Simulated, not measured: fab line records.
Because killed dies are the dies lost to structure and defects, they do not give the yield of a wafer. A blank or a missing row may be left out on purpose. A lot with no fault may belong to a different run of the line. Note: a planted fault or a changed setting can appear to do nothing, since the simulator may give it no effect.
fab line records + flow nand_harc
[record]
- lots = 6
- wafers = 18
- last_day = 33
route steps=1302 shown A_SLIT@945 A_SIN_REMOVE@947 A_WL_FILL@952 END@1302
lots with no fault: from the same line, run without faults
start_h: the number of hours between the record's first day and the start of the first shown wafer of the lot + wait_h: hours elapsed since this lot's preceding step + " same as the row above + L1.1+2: one row covering several wafers at once + - no value present, or no start provided + * or withheld: withheld + < > ~ a bound
route shown NAME@n: NAME is a module with steps in the file, n the number in the route of the first one + usual: the fault-free wafers' mean and standard deviation + same: alike in all rows + chamber/n: place in a boat + sites: per-site readings + _std_site: their standard deviation + _edge_site: the outer-site mean with the inner-site mean subtracted + radius_mm: for every site, how far away it sits from the centre of the wafer + mask NAME#n: copy n + behind: the most recent tool/chamber to have shaped the wafer + hold: the reason the lot was held/the length of the hold in hours/how it ended + device: whichever transistor did not switch (one of n, p or np) + end of line: tests run on the same wafers once the route is complete + a step with no rows: only its recipe + killed: at the first sort, the dies lost to defects and structure; wafer yield is something else + map: per-die view of a wafer (x killed, . not killed, _ where there is no die)
set.NAME: the setting the step ran with; set.NAME@STEP: the setting that earlier step ran with + model.NAME: the simulator's own value behind a step, which no gauge read
lots seen at some steps along the route; tables by step, rows by wafer
services: from which hour (start_h, from the record's first day; less than 0 if before it) a tool's chamber was out of use, for how many hours, and why
[[steps]]
[step NHARC_A_SLIT_SRD_20]
[step NHARC_A_SLIT_CD_MEAS_21]
[usual]
- cd_nm = 289.3/0.9
| lot.wafer | tool      | chamber | start_h | wait_h | cd_nm |
|-----------|-----------|---------|---------|--------|-------|
| L441.1    | cd_sem-03 | -       | 478.64  | -      | 289.5 |
| L441.3    | "         | -       | "       | "      | 289.9 |
| L441.4    | "         | -       | "       | "      | 289.0 |
| L445.1    | cd_sem-02 | -       | 522.41  | -      | 288.6 |
| L445.2    | "         | -       | "       | "      | 288.9 |
| L445.5    | "         | -       | "       | "      | 288.6 |
| L451.2    | cd_sem-01 | -       | 571.36  | -      | 291.0 |
| L451.3    | "         | -       | "       | "      | 291.0 |
| L451.5    | "         | -       | "       | "      | 289.8 |
| L454.3    | cd_sem-02 | -       | 607.51  | -      | 290.0 |
| L454.5    | "         | -       | "       | "      | 289.6 |
| L454.6    | "         | -       | "       | "      | 289.3 |
| L460.1    | cd_sem-03 | -       | 678.32  | -      | 289.8 |
| L460.3    | "         | -       | "       | "      | 290.8 |
| L460.5    | "         | -       | "       | "      | 288.9 |
| L462.3    | cd_sem-02 | -       | 691.12  | -      | 289.1 |
| L462.4    | "         | -       | "       | "      | 289.0 |
| L462.5    | "         | -       | "       | "      | 289.4 |
[step NHARC_A_SIN_REMOVE_WET_00]
[recipe]
- temp_c = 160
- time_s = 15300
- chemistry = H3PO4
[step NHARC_A_SIN_REMOVE_PRECLEAN_01]
[recipe]
- time_s = *
- temp_c = 50
- bath_age_min = 0
- chemistry = SC1
[step NHARC_A_SIN_REMOVE_SRD_02]
[step NHARC_A_SIN_REMOVE_INSPECT_04]
[usual]
- raw_defect_count = 378/110
| lot.wafer | tool              | chamber | start_h | wait_h | raw_defect_count |
|-----------|-------------------|---------|---------|--------|------------------|
| L441.1    | defect_inspect-01 | -       | 485.22  | 0.0    | 297              |
| L441.3    | "                 | -       | "       | "      | 245              |
| L441.4    | "                 | -       | "       | "      | 287              |
| L445.1    | defect_inspect-02 | -       | 530.79  | 0.0    | 405              |
| L445.2    | "                 | -       | "       | "      | 363              |
| L445.5    | "                 | -       | "       | "      | 388              |
| L451.2    | defect_inspect-01 | -       | 577.93  | 0.0    | 302              |
| L451.3    | "                 | -       | "       | "      | 372              |
| L451.5    | "                 | -       | "       | "      | 459              |
| L454.3    | defect_inspect-02 | -       | 614.06  | 0.0    | 427              |
| L454.5    | "                 | -       | "       | "      | 361              |
| L454.6    | "                 | -       | "       | "      | 489              |
| L460.1    | defect_inspect-02 | -       | 684.95  | 0.0    | 351              |
| L460.3    | "                 | -       | "       | "      | 348              |
| L460.5    | "                 | -       | "       | "      | 269              |
| L462.3    | defect_inspect-01 | -       | 697.58  | 0.0    | 422              |
| L462.4    | "                 | -       | "       | "      | 332              |
| L462.5    | "                 | -       | "       | "      | 337              |
[step NHARC_A_WL_FILL_ALD_00]
[recipe]
- target_thk_a = 30
- pulse_time_s = 3
- ald_cycles = 30
- temp_c = 300
- material = Al2O3
[usual]
- heater_power_w = 483/35
- precursor_pulse_height_rel = 0.998/0.021
| lot.wafer | tool      | chamber | start_h | wait_h | heater_power_w | precursor_pulse_height_rel |
|-----------|-----------|---------|---------|--------|----------------|----------------------------|
| L441.4    | ald_hk-02 | 2       | 485.31  | 0.1    | 493            | 1.009                      |
| L441.3    | "         | 3       | "       | "      | 443            | 1.013                      |
| L441.1    | "         | 0       | "       | "      | 489            | 0.999                      |
| L445.2    | ald_hk-01 | 1       | 530.89  | 0.1    | 539            | 0.981                      |
| L445.1    | "         | 2       | "       | "      | 484            | 0.992                      |
| L445.5    | "         | 0       | "       | "      | 470            | 1.004                      |
| L451.3    | ald_hk-02 | 3       | 578.00  | 0.1    | 469            | 1.002                      |
| L451.2    | "         | 2       | "       | "      | 468            | 0.991                      |
| L451.5    | "         | 3       | "       | "      | 477            | 0.970                      |
| L454.3    | ald_hk-02 | 0       | 614.12  | 0.1    | 481            | 0.973                      |
| L454.5    | "         | 0       | "       | "      | 488            | 0.981                      |
| L454.6    | "         | 1       | "       | "      | 489            | 0.966                      |
| L460.3    | ald_hk-02 | 0       | 685.01  | 0.1    | 483            | 1.005                      |
| L460.1    | "         | 1       | "       | "      | 503            | 0.977                      |
| L460.5    | "         | 0       | "       | "      | 486            | 1.024                      |
| L462.4    | ald_hk-02 | 3       | 697.64  | 0.1    | 453            | 0.995                      |
| L462.3    | "         | 2       | "       | "      | 477            | 1.042                      |
| L462.5    | "         | 3       | "       | "      | 473            | 1.002                      |
[step NHARC_A_WL_FILL_RTA_01]
[recipe]
- temp_c = 1000
- time_s = 5
[usual]
- anneal_temp_c_max = 1003.5/0.69
- lamp_power_pct = 30.9/1.8
- lamp_zone_5_pct = 30.9/1.8
- wafer_temp_C_max = 1004.2/1.2
| lot.wafer | tool          | chamber | start_h | wait_h | anneal_temp_c_max | lamp_power_pct | lamp_zone_5_pct | wafer_temp_C_max |
|-----------|---------------|---------|---------|--------|-------------------|----------------|-----------------|------------------|
| L441.1    | rtp_anneal-01 | 0       | 485.54  | -      | 1003.4            | 32.6           | 32.6            | 1002.8           |
| L441.3    | "             | 0       | "       | "      | 1003.6            | 32.6           | 32.5            | 1004.2           |
| L441.4    | "             | 0       | "       | "      | 1003.1            | 32.5           | 32.5            | 1002.4           |
| L445.1    | rtp_anneal-01 | 0       | 531.15  | -      | 1002.5            | 32.6           | 32.6            | 1004.0           |
| L445.2    | "             | 0       | "       | "      | 1003.3            | 32.5           | 32.6            | 1002.3           |
| L445.5    | "             | 0       | "       | "      | 1003.4            | 32.6           | 32.6            | 1003.1           |
| L451.2    | rtp_anneal-01 | 0       | 578.29  | -      | 1003.5            | 32.6           | 32.6            | 1002.6           |
| L451.3    | "             | 0       | "       | "      | 1002.8            | 32.6           | 32.6            | 1003.1           |
| L451.5    | "             | 0       | "       | "      | 1003.7            | 32.6           | 32.6            | 1003.8           |
| L454.3    | rtp_anneal-01 | 0       | 614.46  | -      | 1003.6            | 32.6           | 32.6            | 1003.6           |
| L454.5    | "             | 0       | "       | "      | 1003.1            | 32.6           | 32.6            | 1003.5           |
| L454.6    | "             | 0       | "       | "      | 1003.8            | 32.5           | 32.6            | 1003.4           |
| L460.1    | rtp_anneal-02 | 0       | 685.28  | -      | 1003.8            | 29.0           | 29.1            | 1004.8           |
| L460.3    | "             | 0       | "       | "      | 1003.8            | 29.0           | 29.1            | 1004.5           |
| L460.5    | "             | 0       | "       | "      | 1003.1            | 29.0           | 29.0            | 1005.2           |
| L462.3    | rtp_anneal-02 | 0       | 697.95  | -      | 1003.5            | 29.0           | 29.0            | 1006.3           |
| L462.4    | "             | 0       | "       | "      | 1005.2            | 29.0           | 29.0            | 1005.2           |
| L462.5    | "             | 0       | "       | "      | 1003.3            | 28.9           | 29.0            | 1005.5           |
[step NHARC_A_WL_FILL_ALD_02]
[recipe]
- target_thk_a = 20
- pulse_time_s = 3
- ald_cycles = 100
- temp_c = 450
- material = TiN
[usual]
- heater_power_w = 1090/79
- precursor_pulse_height_rel = 1.000/0.019
| lot.wafer | tool         | chamber | start_h | wait_h | heater_power_w | precursor_pulse_height_rel |
|-----------|--------------|---------|---------|--------|----------------|----------------------------|
| L441.3    | ald_metal-01 | 1       | 485.79  | 0.2    | 993            | 1.005                      |
| L441.1    | "            | 2       | "       | "      | 1055           | 1.028                      |
| L441.4    | "            | 3       | "       | "      | 1137           | 0.990                      |
| L445.2    | ald_metal-02 | 3       | 531.36  | 0.2    | 1066           | 1.020                      |
| L445.1    | "            | 0       | "       | "      | 1171           | 1.034                      |
| L445.5    | "            | 0       | "       | "      | 1195           | 1.008                      |
| L451.2    | ald_metal-03 | 3       | 578.48  | 0.2    | 1019           | 0.986                      |
| L451.3    | "            | 0       | "       | "      | 1260           | 0.994                      |
| L451.5    | "            | 3       | "       | "      | 1017           | 0.990                      |
| L454.3    | ald_metal-01 | 0       | 614.65  | 0.2    | 1106           | 1.006                      |
| L454.6    | "            | 3       | "       | "      | 1176           | 1.015                      |
| L454.5    | "            | 0       | "       | "      | 1102           | 0.998                      |
| L460.3    | ald_metal-03 | 0       | 685.50  | 0.1    | 1214           | 1.015                      |
| L460.1    | "            | 3       | "       | "      | 1033           | 1.011                      |
| L460.5    | "            | 1       | "       | "      | 1059           | 0.999                      |
| L462.3    | ald_metal-02 | 2       | 698.11  | 0.1    | 1032           | 0.983                      |
| L462.4    | "            | 0       | "       | "      | 1179           | 1.003                      |
| L462.5    | "            | 2       | "       | "      | 1014           | 1.016                      |
[step NHARC_A_WL_FILL_CVD_03]
[recipe]
- target_thk_a = 400
- temp_c = 300
- pressure_torr = 40
- wf6_flow_sccm = 40
- h2_flow_sccm = 1600
- ar_flow_sccm = 1560
- time_s = 279
- material = W
[usual]
- heater_power_w = 481/28
- throttle_valve_pct = 7.8/0.41
| lot.wafer | tool     | chamber | start_h | wait_h | heater_power_w | throttle_valve_pct |
|-----------|----------|---------|---------|--------|----------------|--------------------|
| L441.1    | cvd_w-01 | 0       | 486.24  | 0.1    | 474            | 7.5                |
| L441.3    | "        | 1       | "       | "      | 440            | 8.2                |
| L441.4    | "        | 0       | "       | "      | 478            | 7.6                |
| L445.1    | cvd_w-01 | 0       | 531.80  | 0.1    | 480            | 7.8                |
| L445.2    | "        | 1       | "       | "      | 441            | 8.6                |
| L445.5    | "        | 1       | "       | "      | 449            | 8.4                |
| L451.2    | cvd_w-01 | 1       | 578.93  | 0.1    | 438            | 8.3                |
| L451.3    | "        | 1       | "       | "      | 453            | 8.3                |
| L451.5    | "        | 0       | "       | "      | 497            | 7.8                |
| L454.3    | cvd_w-01 | 0       | 615.16  | 0.2    | 477            | 8.1                |
| L454.5    | "        | 0       | "       | "      | 490            | 7.7                |
| L454.6    | "        | 1       | "       | "      | 443            | 8.2                |
| L460.1    | cvd_w-02 | 0       | 685.94  | 0.1    | 505            | 7.6                |
| L460.3    | "        | 1       | "       | "      | 521            | 7.6                |
| L460.5    | "        | 1       | "       | "      | 503            | 7.6                |
| L462.3    | cvd_w-02 | 0       | 698.66  | 0.2    | 514            | 7.8                |
| L462.4    | "        | 1       | "       | "      | 505            | 7.2                |
| L462.5    | "        | 1       | "       | "      | 495            | 7.3                |
[step NHARC_A_WL_FILL_ETCHBACK_04]
[recipe]
- target_depth_a = 600
- time_s = 120
- chemistry = NF3
[usual]
- drypump_motor_current_A = 5.7/0.55
- he_backside_leak_sccm = 3.5/0.5
- oes_product_au = 0.999/0.01
- run_length_s = 141.4/0.39
| lot.wafer | tool         | chamber | start_h | wait_h | drypump_motor_current_A | he_backside_leak_sccm | oes_product_au | rf_hours_counter_h | run_length_s |
|-----------|--------------|---------|---------|--------|-------------------------|-----------------------|----------------|--------------------|--------------|
| L441.1    | rie_metal-03 | 0       | 486.60  | 0.3    | 5.7                     | 3.1                   | 0.994          | 2.3                | 141.7        |
| L441.4    | "            | 1       | "       | "      | 5.0                     | 3.6                   | 1.018          | -                  | 141.5        |
| L441.3    | "            | 0       | "       | "      | 5.7                     | 3.2                   | 1.001          | -                  | 141.7        |
| L445.2    | rie_metal-03 | 1       | 532.17  | 0.3    | 5.0                     | 3.5                   | 1.011          | 0.2                | 141.4        |
| L445.1    | "            | 0       | "       | "      | 5.7                     | 3.0                   | 0.997          | 0.2                | 141.8        |
| L445.5    | "            | 1       | "       | "      | 5.0                     | 3.6                   | 1.007          | -                  | 141.4        |
| L451.2    | rie_metal-03 | 0       | 579.33  | 0.4    | 5.7                     | 3.1                   | 0.998          | 1.3                | 125.1        |
| L451.3    | "            | 1       | "       | "      | 5.0                     | 3.5                   | 0.999          | -                  | 125.2        |
| L451.5    | "            | 1       | "       | "      | 5.0                     | 3.4                   | 1.005          | -                  | 125.4        |
| L454.3    | rie_metal-03 | 0       | 615.53  | 0.3    | 5.7                     | 3.2                   | 0.983          | -                  | 125.2        |
| L454.6    | "            | 1       | "       | "      | 4.9                     | 3.3                   | 0.994          | -                  | 124.9        |
| L454.5    | "            | 0       | "       | "      | 5.7                     | 3.2                   | 0.981          | -                  | 125.3        |
| L460.1    | rie_metal-01 | 1       | 686.31  | 0.3    | 6.1                     | 3.7                   | 1.006          | 1.3                | 140.7        |
| L460.3    | "            | 0       | "       | "      | 6.4                     | 3.5                   | 0.999          | -                  | 141.2        |
| L460.5    | "            | 1       | "       | "      | 6.1                     | 3.6                   | 1.010          | -                  | 141.3        |
| L462.3    | rie_metal-01 | 1       | 699.02  | 0.3    | 6.0                     | 3.7                   | 1.016          | -                  | 141.2        |
| L462.4    | "            | 0       | "       | "      | 6.4                     | 3.4                   | 1.000          | -                  | 141.5        |
| L462.5    | "            | 1       | "       | "      | 6.0                     | 3.8                   | 1.007          | -                  | 140.9        |
[step NHARC_A_WL_FILL_ETCHBACK_05]
[recipe]
- target_depth_a = 220
- time_s = 60
- temp_c = 40
- chemistry = Cl2/BCl3
[usual]
- drypump_motor_current_A = 5.7/0.54
- he_backside_leak_sccm = 3.5/0.31
- oes_product_au = 1.002/0.0099
- run_length_s = 81.4/0.38
| lot.wafer | tool         | chamber | start_h | wait_h | drypump_motor_current_A | he_backside_leak_sccm | oes_product_au | rf_hours_counter_h | run_length_s |
|-----------|--------------|---------|---------|--------|-------------------------|-----------------------|----------------|--------------------|--------------|
| L441.1    | rie_metal-03 | 1       | 486.82  | 0.2    | 5.0                     | 3.7                   | 1.018          | 2.4                | 81.4         |
| L441.4    | "            | 0       | "       | "      | 5.7                     | 3.1                   | 0.999          | -                  | 81.6         |
| L441.3    | "            | 1       | "       | "      | 5.0                     | 3.6                   | 1.018          | -                  | 82.1         |
| L445.1    | rie_metal-03 | 1       | 532.42  | 0.2    | 5.0                     | 3.3                   | 1.004          | 0.4                | 81.5         |
| L445.2    | "            | 0       | "       | "      | 5.7                     | 3.1                   | 1.005          | 0.4                | 81.7         |
| L445.5    | "            | 0       | "       | "      | 5.7                     | 3.1                   | 0.994          | -                  | 81.7         |
| L451.2    | rie_metal-03 | 0       | 579.54  | 0.2    | 5.7                     | 3.2                   | 1.003          | 1.4                | 81.8         |
| L451.3    | "            | 1       | "       | "      | 4.9                     | 6.0                   | 0.995          | -                  | 81.4         |
| L451.5    | "            | 0       | "       | "      | 5.7                     | 3.2                   | 1.001          | -                  | 81.8         |
| L454.3    | rie_metal-03 | 0       | 615.69  | 0.1    | 5.7                     | 3.2                   | 0.977          | -                  | 82.0         |
| L454.6    | "            | 0       | "       | "      | 5.7                     | 3.1                   | 0.987          | -                  | 81.6         |
| L454.5    | "            | 1       | "       | "      | 4.9                     | 3.4                   | 1.003          | -                  | 81.5         |
| L460.1    | rie_metal-01 | 0       | 686.55  | 0.2    | 6.4                     | 3.6                   | 0.999          | 1.4                | 81.1         |
| L460.3    | "            | 0       | "       | "      | 6.4                     | 3.4                   | 1.004          | -                  | 81.5         |
| L460.5    | "            | 0       | "       | "      | 6.4                     | 3.4                   | 1.004          | -                  | 81.1         |
| L462.3    | rie_metal-01 | 1       | 699.27  | 0.2    | 6.0                     | 3.5                   | 1.018          | -                  | 81.1         |
| L462.4    | "            | 0       | "       | "      | 6.4                     | 3.8                   | 1.002          | -                  | 81.4         |
| L462.5    | "            | 1       | "       | "      | 6.1                     | 3.7                   | 1.002          | -                  | 81.2         |
[step NHARC_END_SORT_01]
[recipe]
- temp_c = 25
[usual]
- killed_at_array = 57/20
- killed_at_other = 1.0/1.5
- killed_at_periphery = 3.5/2.5
- killed_dies = 62/21
- killed_open = 3.5/1.9
- killed_short = 2.4/1.6
[same]
- gross_dies = 677
| lot.wafer | tool      | chamber | start_h | wait_h | killed_at_array | killed_at_other | killed_at_periphery | killed_dies | killed_open | killed_short |
|-----------|-----------|---------|---------|--------|-----------------|-----------------|---------------------|-------------|-------------|--------------|
| L441.1    | prober-01 | 0       | 575.48  | 2.6    | 19              | 2               | 4                   | 25          | 4           | 4            |
| L441.3    | prober-01 | 0       | 577.10  | 3.2    | 18              | 0               | 0                   | 18          | 1           | 1            |
| L441.4    | prober-01 | 0       | 577.92  | 3.5    | 22              | 1               | 1                   | 24          | 2           | 2            |
| L445.1    | prober-01 | 0       | 637.79  | 2.5    | 74              | 5               | 6                   | 85          | 3           | 2            |
| L445.2    | prober-01 | 0       | 638.59  | 2.8    | 76              | 3               | 4                   | 83          | 4           | 2            |
| L445.5    | prober-01 | 0       | 640.99  | 3.7    | 86              | 5               | 6                   | 97          | 3           | 5            |
// killed by level:class
L441.1 A_CHANNEL_HOLE_D2:chamber_film_flake=8 A_CONTACT:chamber_film_flake=3 P_CONTACT:geometric_particle:open=2 A_ONON_D2:geometric_particle:short=2 THIN_TSV:chamber_film_flake=2 P_M1:geometric_particle:short=1 A_CHANNEL_FILL_D1:geometric_particle:short=1 A_DECK1_JOINT:geometric_particle:open=1
L441.3 A_CHANNEL_HOLE_D2:chamber_film_flake=8 A_STAIRCASE:chamber_film_flake=3 A_CHANNEL_HOLE_D1:chamber_film_flake=2 A_CONTACT:chamber_film_flake=2 A_ZERO_WELL:chamber_film_flake=1 A_SGD_CUT:geometric_particle:open=1 A_WL_FILL:geometric_particle:short=1
L441.4 A_CHANNEL_HOLE_D2:chamber_film_flake=8 A_CHANNEL_HOLE_D1:chamber_film_flake=3 A_STAIRCASE:chamber_film_flake=3 A_CONTACT:chamber_film_flake=3 P_M1:geometric_particle:open=1 A_ONON_D2:geometric_particle:open=1 A_CHANNEL_FILL_D2:geometric_particle:short=1 A_WL_FILL:geometric_particle:short=1
L445.1 A_SLIT:chamber_film_flake=30 A_CHANNEL_HOLE_D1:chamber_film_flake=28 A_CHANNEL_HOLE_D2:chamber_film_flake=6 P_CONTACT:chamber_film_flake=4 THIN_TSV:chamber_film_flake=4 P_ZERO_WELL:chamber_film_flake=2 A_WL_FILL:chamber_film_flake=2 A_ONON_D1:geometric_particle:open=1
L445.2 A_CHANNEL_HOLE_D1:chamber_film_flake=30 A_SLIT:chamber_film_flake=25 A_CHANNEL_HOLE_D2:chamber_film_flake=5 P_CONTACT:chamber_film_flake=4 A_CONTACT:chamber_film_flake=4 A_WL_FILL:chamber_film_flake=3 A_M0:geometric_particle:open=2 A_STAIRCASE:chamber_film_flake=2
L445.5 A_CHANNEL_HOLE_D1:chamber_film_flake=43 A_SLIT:chamber_film_flake=20 A_CHANNEL_HOLE_D2:chamber_film_flake=12 P_CONTACT:chamber_film_flake=4 THIN_TSV:chamber_film_flake=4 A_ONON_D1:geometric_particle:open=2 A_CHANNEL_FILL_D1:geometric_particle:short=2 A_WL_FILL:chamber_film_flake=2
[[services]]
| tool         | chamber | start_h | hours | kind   |
|--------------|---------|---------|-------|--------|
| ald_hk-01    | -       | 480.94  | 10.0  | pm     |
| cvd_w-02     | 1       | 488.60  | 9.1   | repair |
| cvd_w-02     | 0       | 491.64  | 15.1  | repair |
| rie_metal-03 | -       | 492.77  | 0.3   | repair |
| cvd_w-01     | -       | 493.05  | 2.5   | repair |
| rie_metal-03 | -       | 519.00  | 9.0   | pm     |
| ald_metal-03 | 1       | 521.12  | 4.9   | repair |
| ald_hk-02    | -       | 526.00  | 10.0  | pm     |
| ald_metal-01 | -       | 526.00  | 10.0  | pm     |
| rie_metal-01 | 1       | 526.83  | 7.9   | repair |
| cvd_w-01     | -       | 547.00  | 13.0  | pm     |
| ald_metal-02 | 0       | 565.19  | 21.4  | repair |
| ald_metal-03 | -       | 568.00  | 10.0  | pm     |
| rie_metal-01 | -       | 575.00  | 9.0   | pm     |
| ald_metal-01 | 2       | 587.73  | 9.1   | repair |
| cvd_w-01     | 1       | 591.02  | 3.7   | repair |
| ald_metal-02 | -       | 610.00  | 10.0  | pm     |
| ald_metal-02 | -       | 624.36  | 1.6   | repair |
| ald_metal-02 | 1       | 630.21  | 29.1  | repair |
| cvd_w-02     | -       | 631.11  | 13.0  | pm     |
| rie_metal-03 | 1       | 645.61  | 11.5  | repair |
| ald_metal-03 | 2       | 654.12  | 4.3   | repair |
| cvd_w-01     | 0       | 661.87  | 2.6   | repair |
| rie_metal-03 | -       | 696.00  | 9.0   | pm     |
[[key]]
[first_sign]
- step = NHARC_A_WL_FILL_ETCHBACK_04
- reading = run_length_s
- direction = down
- sigmas = 41
- usual = *
- struck = *
effect none on later readings
met_at NHARC_A_WL_FILL_ETCHBACK_04
struck_wafers L451.2,L451.3,L451.5,L454.3,L454.5,L454.6
tester_left_out L451,L454
onset_between 532.17 579.33
[fault]
- kind = process_parameter_drift
- tool = rie_metal-03
- chamber = -
- onset_h = 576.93
- steps = NHARC_A_WL_FILL_ETCHBACK_04
- channel = time_s
- offset = *
- shape = step
- end_h = 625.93
- acts_in = *
- stated = *
// tester_left_out: of these lots the tester's yield and bins aren't shown, on N5 and GAA mostly nor the transistor test; their killed dies are dies lost to structure and defects alone, not to doping, threshold or leakage, so they don't give the yield
